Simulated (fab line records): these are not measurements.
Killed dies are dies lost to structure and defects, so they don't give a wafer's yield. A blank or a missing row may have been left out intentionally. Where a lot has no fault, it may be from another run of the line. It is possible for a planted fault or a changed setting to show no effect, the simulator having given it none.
A struck lot beside a sound one -- flow n5_finfet -- 15 steps out of a route of 1938
Sound: wafers L274.1, L274.2, L274.6. Wafers L295.2, L295.3, L295.5 were the ones struck. The cause is given at the end.
Order at every step that has rows: each side's tool, ch and its chambers, its first start. Under that, the readings that differ: sound wafers -- struck wafers -- difference of the means -- sigmas: that difference in standard deviations of wafers without a fault.
alike: readings whose means differ by less than 2 such deviations, and words and numbers that are the same on both sides. not compared: withheld readings, readings that some wafer has no value for, bounds like >300 that may hide the same value, and numbers for which the record gives no deviation and whose values overlap.
Wherever a step has rows on one side only, a row that says differs or no value, or a row with sigmas, the two part there. When numbers do not overlap yet have no deviation, they are printed without sigmas and do not part them. A reading that every wafer of one side lacks parts them only if that side has two wafers or more.

first, 5 steps without rows for these wafers: N5_MOL_CONTACT_COAG_ETCH_106 (etches SOC in N2/H2, target depth 80 nm, overetch 16 nm, time 120 s); N5_MOL_CONTACT_COAG_STRIP_107 (strips in N2/H2); N5_MOL_CONTACT_COAG_STRIP_108 (strips in N2/H2); N5_MOL_CONTACT_COAG_CONTACT_ETCH_14 (etches SiO2 in C4F6/O2, target depth 27.5 nm, overetch 8.5 nm, time 20 s); N5_MOL_CONTACT_COAG_STRIP_109 (strips in C4F6/O2).
N5_MOL_CONTACT_COAG_ETCH_15: etches SiNx in CH3F/O2, stops on Si:P, target depth 7 nm.
  sound on rie_diel-05 ch 1,2, day 4 15:59; struck on rie_diel-02 ch 2,3, day 10 09:25
reading,sound,struck,difference,sigmas
drypump_motor_current_A (A),6.3 5.7 6.3,5.8 4.9 4.8,-0.9,-2
oes_product_au (a.u.),0.67 0.55 0.68,0.51 0.54 0.54,-0.10,-2
throttle_valve_pct (%),15.98 16.19 15.97,16.53 16.59 16.60,+0.53,+4
  alike: rf_vpp_V, showerhead_plenum_p_Torr
  not compared: rf_hours_counter_h
N5_MOL_CONTACT_COAG_ETCH_110: etches Si in CF4/O2, target depth 2.5 nm, time 8 s.
  sound on rie_diel-05 ch 1,2, day 4 16:03; struck on rie_diel-02 ch 2,3, day 10 09:29
reading,sound,struck,difference,sigmas
drypump_motor_current_A (A),6.3 5.7 6.3,5.8 4.9 4.9,-0.9,-2
oes_product_au (a.u.),0.92 0.75 0.91,0.69 0.73 0.74,-0.14,-2
throttle_valve_pct (%),10.31 10.65 10.32,11.07 11.05 11.06,+0.63,+3
  alike: rf_vpp_V, showerhead_plenum_p_Torr
  not compared: rf_hours_counter_h
N5_MOL_CONTACT_COAG_STRIP_98: strips in N2/H2.
  sound on rie_diel-05 ch 1,2, day 4 16:06; struck on rie_diel-02 ch 2,3, day 10 09:31
reading,sound,struck,difference,sigmas
drypump_motor_current_A (A),6.3 5.7 6.3,5.8 4.9 4.9,-0.9,-2
oes_product_au (a.u.),0.94 0.73 0.92,0.69 0.73 0.73,-0.15,-2
rf_vpp_V (V),50.3 51.0 53.4,54.4 55.3 54.5,+3.2,+2
throttle_valve_pct (%),18.1 18.7 18.2,19.3 19.4 19.4,+1.0,+3
  alike: bias_power_w, showerhead_plenum_p_Torr
  not compared: rf_hours_counter_h
N5_MOL_CONTACT_COAG_CD_MEAS_99: target cd 17.2 nm.
  sound on cd_sem-03, day 4 16:10; struck on cd_sem-02, day 10 09:36
  alike: cd_nm
then, 2 steps without rows for these wafers: N5_MOL_CONTACT_COAG_IMPLANT_129; N5_MOL_CONTACT_COAG_PRECLEAN_111 (cleans in NF3:NH3, afs cycles 1, time 20 s, sublimation time 60 s).
N5_MOL_CONTACT_COAG_TI_SIL_19: material Ti, target thk 4.2 nm, time 15 s.
  sound on pvd_sputter-01, day 4 18:12; struck on pvd_sputter-02, day 10 11:33
  alike: cathode_dc_power_W, throttle_valve_pct
N5_MOL_CONTACT_COAG_ALD_20: deposits TiN, target thk 1.5 nm, pulse time 1 s, purge time 3 s.
  sound on ald_metal-03 ch 0,3, day 4 18:19; struck on ald_metal-04 ch 0,2,3, day 10 11:40
reading,sound,struck,difference,sigmas
susceptor_temp_C (C),399.75 400.15 400.27,374.45 374.56 374.88,-25.43,-99 or more
  alike: chamber_pressure_Torr, heater_power_w, precursor_pulse_height_rel
N5_MOL_CONTACT_COAG_SIL_ANNEAL_21: time 60 s.
  sound on rtp_anneal-02 ch 0, day 4 18:42; struck on rtp_anneal-02 ch 0, day 10 12:11
  alike: lamp_power_pct, wafer_temp_C_max
-- record jumps: 11 days separate the struck wafers' starts on either side; left off in module MOL_CONTACT_COAG, taken up again in module PASSIVATION, whose first shown step is the route's number 1936 --
N5_PASSIVATION_PROBE_49:
  sound on prober-01, day 13 19:20; struck on prober-02, day 21 02:22
  alike: killed_at_M0_to_M3, killed_at_M4_up, killed_at_contacts, killed_at_front_end, killed_at_other, killed_dies, killed_open, killed_short

WHERE THEY PART
At N5_MOL_CONTACT_COAG_ETCH_15 first; at N5_MOL_CONTACT_COAG_ALD_20 last (within this record only). Later steps at which nothing parts them and some readings are alike: N5_MOL_CONTACT_COAG_SIL_ANNEAL_21, N5_PASSIVATION_PROBE_49.

WHY: whatever the simulator had introduced
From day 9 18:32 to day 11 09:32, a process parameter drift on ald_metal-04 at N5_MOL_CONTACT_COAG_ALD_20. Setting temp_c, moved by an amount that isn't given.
